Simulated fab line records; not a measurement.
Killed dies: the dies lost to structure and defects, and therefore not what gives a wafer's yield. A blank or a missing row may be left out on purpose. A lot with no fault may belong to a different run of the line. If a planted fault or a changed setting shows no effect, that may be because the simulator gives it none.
Which tool did it? -- flow n5 finfet -- 72 wafers from 24 lots sampled at 6 of the route's 1938 steps

WHAT EACH GAUGE READ, for each wafer
N5_BEOL_M7_RS_MEAS_57: measurement is done with a four-point probe. Usual: M7_RS gives 0.287 ohm/sq (standard deviation 0.011).
lot,measured,on,M7_RS (ohm/sq),flag
L076,day 13 14:10,film metro-01,0.291 0.298 0.274,
L074,day 13 17:05,film metro-02,0.278 0.285 0.285,
L075,day 13 18:35,film metro-02,0.284 0.276 0.293,
L077,day 13 21:25,film metro-02,0.287 0.312 0.282,
L079,day 13 21:29,film metro-01,0.298 0.299 0.272,
L078,day 13 22:02,film metro-01,0.278 0.288 0.276,
L081,day 14 16:56,film metro-01,0.282 0.280 0.287,
L080,day 14 23:29,film metro-02,0.293 0.272 0.283,
L083,day 15 02:42,film metro-01,0.267 0.281 0.304,
L082,day 15 04:07,film metro-02,0.269 0.290 0.284,
L085,day 15 08:56,film metro-02,0.290 0.283 0.275,
L084,day 15 16:29,film metro-02,0.299 0.272 0.284,
L086,day 15 19:26,film metro-02,0.302 0.285 0.299,
L089,day 16 14:49,film metro-01,0.299 0.283 0.299,
L091,day 16 16:16,film metro-01,0.291 0.285 0.269,
L088,day 16 22:34,film metro-01,0.293 0.305 0.298,
L087,day 16 23:03,film metro-01,0.310 0.284 0.309,
L092,day 17 03:11,film metro-01,0.287 0.285 0.272,
L090,day 17 05:04,film metro-01,0.298 0.278 0.290,
L093,day 18 00:12,film metro-02,0.276 0.284 0.274,
L094,day 18 08:13,film metro-02,0.275 0.270 0.285,
L095,day 18 13:05,film metro-01,0.281 0.292 0.281,
L096,day 18 13:47,film metro-02,0.281 0.311 0.278,
L097,day 18 23:26,film metro-02,0.285 0.296 0.281,

N5_BEOL_M7_INSPECT_58: inspects for defects (darkfield). Usual: 70 for raw defect count, sd 24.
lot,measured,on,raw defect count,flag
L076,day 13 14:11,defect inspect-01,57 65 69,
L074,day 13 17:06,defect inspect-01,44 110 70,
L075,day 13 18:37,defect inspect-01,96 72 72,
L077,day 13 21:26,defect inspect-01,57 97 34,
L079,day 13 21:31,defect inspect-02,51 68 55,
L078,day 13 22:03,defect inspect-02,104 105 77,
L081,day 14 16:57,defect inspect-01,38 53 43,
L080,day 14 23:31,defect inspect-02,150 60 70,
L083,day 15 02:44,defect inspect-01,59 62 63,
L082,day 15 04:08,defect inspect-02,62 69 58,
L085,day 15 08:57,defect inspect-01,81 89 98,
L084,day 15 16:30,defect inspect-02,58 52 43,
L086,day 15 19:28,defect inspect-02,52 61 91,
L089,day 16 14:51,defect inspect-02,74 101 71,
L091,day 16 16:17,defect inspect-01,56 60 75,
L088,day 16 22:35,defect inspect-02,108 108 93,
L087,day 16 23:04,defect inspect-01,82 94 124,
L092,day 17 03:13,defect inspect-01,36 67 70,
L090,day 17 05:05,defect inspect-02,39 95 57,
L093,day 18 00:14,defect inspect-01,80 83 86,
L094,day 18 08:14,defect inspect-01,42 56 55,
L095,day 18 13:07,defect inspect-02,66 56 67,
L096,day 18 13:49,defect inspect-02,23 37 45,
L097,day 18 23:28,defect inspect-01,33 67 31,

WHAT TOOL EACH LOT RAN ON (gives the tool, then ch and the chambers of the sampled wafers, and finally the start)
lot,N5_BEOL_M6_SURFACE_TREAT_79,N5_BEOL_M6_SPUTTER_48,N5_BEOL_M7_ETCH_61,N5_BEOL_M7_SPUTTER_48
L076,"pvd sputter-02, day 13 03:35","pvd sputter-03, day 13 03:55","rie diel-02 ch 0,1,2, day 13 07:45","pvd sputter-02, day 13 13:10"
L074,"pvd sputter-02, day 13 04:38","pvd sputter-03, day 13 04:52","rie diel-02 ch 2,3, day 13 10:22","pvd sputter-02, day 13 15:58"
L075,"pvd sputter-01, day 13 09:40","pvd sputter-02, day 13 09:53","rie diel-02 ch 2,3, day 13 13:49","pvd sputter-02, day 13 17:39"
L077,"pvd sputter-01, day 13 13:14","pvd sputter-01, day 13 13:25","rie diel-02 ch 1,2,3, day 13 16:56","pvd sputter-03, day 13 20:28"
L079,"pvd sputter-03, day 13 13:17","pvd sputter-01, day 13 13:29","rie diel-06 ch 0,1,2, day 13 16:59","pvd sputter-03, day 13 20:33"
L078,"pvd sputter-01, day 13 13:22","pvd sputter-01, day 13 13:34","rie diel-03 ch 0,1,3, day 13 17:16","pvd sputter-03, day 13 20:52"
L081,"pvd sputter-03, day 14 09:21","pvd sputter-03, day 14 09:33","rie diel-06 ch 1,2,3, day 14 12:08","pvd sputter-03, day 14 15:54"
L080,"pvd sputter-03, day 14 15:43","pvd sputter-01, day 14 15:59","rie diel-06 ch 0,2, day 14 19:01","pvd sputter-03, day 14 22:27"
L083,"pvd sputter-02, day 14 18:24","pvd sputter-01, day 14 18:35","rie diel-03 ch 1,3, day 14 21:40","pvd sputter-01, day 15 01:41"
L082,"pvd sputter-02, day 14 19:29","pvd sputter-02, day 14 19:49","rie diel-02 ch 0,1,3, day 14 22:41","pvd sputter-02, day 15 02:53"
L085,"pvd sputter-03, day 14 22:01","pvd sputter-03, day 14 22:34","rie diel-03 ch 0,1,3, day 15 01:55","pvd sputter-03, day 15 07:59"
L084,"pvd sputter-02, day 15 08:02","pvd sputter-01, day 15 08:18","rie diel-02 ch 0,2,3, day 15 12:06","pvd sputter-02, day 15 15:14"
L086,"pvd sputter-01, day 15 10:40","pvd sputter-02, day 15 10:57","rie diel-02 ch 0,1, day 15 14:28","pvd sputter-03, day 15 18:30"
L089,"pvd sputter-03, day 16 03:56","pvd sputter-02, day 16 05:22","rie diel-03 ch 0,1, day 16 08:01","pvd sputter-01, day 16 13:52"
L091,"pvd sputter-03, day 16 07:57","pvd sputter-01, day 16 08:25","rie diel-06 ch 2,3, day 16 12:11","pvd sputter-02, day 16 15:19"
L088,"pvd sputter-03, day 16 12:59","pvd sputter-01, day 16 13:23","rie diel-06 ch 0,1,3, day 16 18:11","pvd sputter-03, day 16 21:25"
L087,"pvd sputter-01, day 16 13:30","pvd sputter-01, day 16 13:56","rie diel-03 ch 0,3, day 16 18:26","pvd sputter-01, day 16 21:37"
L092,"pvd sputter-02, day 16 18:55","pvd sputter-02, day 16 19:16","rie diel-06 ch 1,2,3, day 16 22:35","pvd sputter-03, day 17 02:07"
L090,"pvd sputter-02, day 16 19:20","pvd sputter-03, day 16 19:53","rie diel-03 ch 0,3, day 16 23:15","pvd sputter-03, day 17 04:08"
L093,"pvd sputter-01, day 17 13:01","pvd sputter-01, day 17 13:29","rie diel-02 ch 1,3, day 17 17:51","pvd sputter-02, day 17 23:02"
L094,"pvd sputter-02, day 17 23:14","pvd sputter-02, day 17 23:35","rie diel-03 ch 0,1,3, day 18 04:24","pvd sputter-01, day 18 07:13"
L095,"pvd sputter-01, day 17 23:39","pvd sputter-02, day 17 23:55","rie diel-03 ch 1,2, day 18 04:41","pvd sputter-03, day 18 11:46"
L096,"pvd sputter-03, day 18 05:04","pvd sputter-03, day 18 05:17","rie diel-03 ch 0,1, day 18 08:27","pvd sputter-03, day 18 12:52"
L097,"pvd sputter-01, day 18 13:30","pvd sputter-01, day 18 13:49","rie diel-02 ch 0,1,2, day 18 17:17","pvd sputter-02, day 18 21:21"
- N5_BEOL_M6_SURFACE_TREAT_79
- N5_BEOL_M6_SPUTTER_48: material Cu, target thk 10 nm, time 1.667 s.
- N5_BEOL_M7_ETCH_61: etches SiARC in CF4, target depth 45.5 nm, time 75.8 s.
- N5_BEOL_M7_SPUTTER_48: material Cu, target thk 10 nm, time 1.667 s.

AS READ BY THE TOOLS THEMSELVES (means over the sampled wafers that have a number; for cases with no such wafer, the mark the record gives instead)
N5_BEOL_M6_SPUTTER_48. Usual: substrate temp c -20.00 C, standard deviation 0.11; throttle valve pct 30.3 %, standard deviation 1.2.
lot,tool,substrate temp c (C),throttle valve pct (%),flag
L076,pvd sputter-03,-20.07,29.6,
L074,pvd sputter-03,-20.05,29.9,
L075,pvd sputter-02,-20.02,29.8,
L077,pvd sputter-01,-20.04,30.9,
L079,pvd sputter-01,-20.06,31.2,
L078,pvd sputter-01,-19.86,30.7,
L081,pvd sputter-03,-19.91,31.2,
L080,pvd sputter-01,-20.07,30.7,
L083,pvd sputter-01,-19.96,30.5,
L082,pvd sputter-02,-20.01,29.9,
L085,pvd sputter-03,-19.95,30.4,
L084,pvd sputter-01,-20.07,30.2,
L086,pvd sputter-02,-20.00,30.5,
L089,pvd sputter-02,-20.14,30.5,
L091,pvd sputter-01,-19.98,31.3,
L088,pvd sputter-01,-20.00,29.1,
L087,pvd sputter-01,-19.90,31.4,
L092,pvd sputter-02,-20.07,30.5,
L090,pvd sputter-03,-19.98,29.3,
L093,pvd sputter-01,-19.92,30.7,
L094,pvd sputter-02,-20.03,30.0,
L095,pvd sputter-02,-19.98,30.0,
L096,pvd sputter-03,-20.03,31.1,
L097,pvd sputter-01,-20.08,30.2,

N5_BEOL_M7_ETCH_61. Usual: drypump motor current A 5.7 A, standard deviation 0.41; etch rf on time s 75.4 s, standard deviation 2.4; oes product au 0.69 a.u., standard deviation 0.081; rf vpp V 184.0 V, standard deviation 1.3; showerhead plenum p Torr 2.15 Torr, standard deviation 0.078; throttle valve pct 15.6 %, standard deviation 0.33.
lot,tool,drypump motor current A (A),etch rf on time s (s),oes product au (a.u.),rf vpp V (V),showerhead plenum p Torr (Torr),throttle valve pct (%),flag
L076,rie diel-02,5.5,75.5,0.63,183.7,2.10,15.9,
L074,rie diel-02,5.5,77.3,0.65,185.1,2.19,15.6,
L075,rie diel-02,5.5,77.2,0.65,185.1,2.19,15.6,
L077,rie diel-02,5.4,76.6,0.63,183.1,2.15,15.8,
L079,rie diel-06,5.7,76.8,0.66,184.1,2.13,15.6,
L078,rie diel-03,5.8,75.1,0.74,184.5,2.15,15.5,
L081,rie diel-06,5.6,76.3,0.67,184.3,2.18,15.8,
L080,rie diel-06,5.8,77.1,0.64,184.2,2.18,15.4,
L083,rie diel-03,6.1,75.7,0.75,184.9,2.17,15.4,
L082,rie diel-02,5.3,74.5,0.67,184.4,2.16,15.7,
L085,rie diel-03,5.8,74.0,0.73,183.5,2.15,15.5,
L084,rie diel-02,5.7,76.1,0.63,183.7,2.13,15.8,
L086,rie diel-02,5.1,73.7,0.65,183.6,2.13,15.9,
L089,rie diel-03,5.7,72.9,0.78,184.9,2.15,15.3,
L091,rie diel-06,5.5,75.5,0.70,185.1,2.26,15.7,
L088,rie diel-06,5.6,75.8,0.69,182.6,2.15,15.8,
L087,rie diel-03,5.6,73.3,0.69,183.6,2.12,15.7,
L092,rie diel-06,5.6,76.3,0.65,184.9,2.18,15.8,
L090,rie diel-03,6.0,75.2,0.64,184.2,2.13,15.8,
L093,rie diel-02,5.2,75.1,0.65,184.0,2.21,15.6,
L094,rie diel-03,5.9,74.3,0.70,183.8,2.14,15.6,
L095,rie diel-03,6.0,74.3,0.80,185.5,2.23,15.0,
L096,rie diel-03,5.7,73.9,0.75,184.1,2.14,15.4,
L097,rie diel-02,5.5,77.2,0.68,184.2,2.17,15.8,

N5_BEOL_M7_SPUTTER_48. Usual: substrate temp c -20.01 C, standard deviation 0.12; throttle valve pct 30.1 %, standard deviation 1.2.
lot,tool,substrate temp c (C),throttle valve pct (%),flag
L076,pvd sputter-02,-19.97,30.4,
L074,pvd sputter-02,-20.05,30.0,
L075,pvd sputter-02,-19.90,30.5,
L077,pvd sputter-03,-19.92,29.7,
L079,pvd sputter-03,-20.05,29.0,
L078,pvd sputter-03,-19.96,28.9,
L081,pvd sputter-03,-20.05,28.9,
L080,pvd sputter-03,-20.12,29.7,
L083,pvd sputter-01,-19.94,30.3,
L082,pvd sputter-02,-20.17,30.1,
L085,pvd sputter-03,-20.05,29.2,
L084,pvd sputter-02,-19.91,30.4,
L086,pvd sputter-03,-20.02,31.2,
L089,pvd sputter-01,-20.00,31.7,
L091,pvd sputter-02,-20.01,30.4,
L088,pvd sputter-03,-20.14,30.6,
L087,pvd sputter-01,-20.10,30.8,
L092,pvd sputter-03,-20.02,30.7,
L090,pvd sputter-03,-19.96,29.8,
L093,pvd sputter-02,-20.02,30.5,
L094,pvd sputter-01,-20.02,30.2,
L095,pvd sputter-03,-20.12,30.2,
L096,pvd sputter-03,-19.96,28.5,
L097,pvd sputter-02,-20.04,30.4,

THE ANSWER, worked out from the rows above alone
Rule: a lot counts as off when the mean over its wafers that have a number is more than 3 standard deviations away from the usual mean. Also off: a lot with no number at a reading for which 4 or more lots have one. All remaining lots with rows at the step are treated as sound. Order of review: gauges by route order, followed by the tools' own readings, for which a lot's mean as printed above is used. The first step at which some lot is off is used, and at that step the reading that is off furthest; a lot without a number counts as furthest.
Across all readings shown, no lot is off: no conclusion can be drawn from this.

WHAT WAS PUT IN BY THE SIMULATOR
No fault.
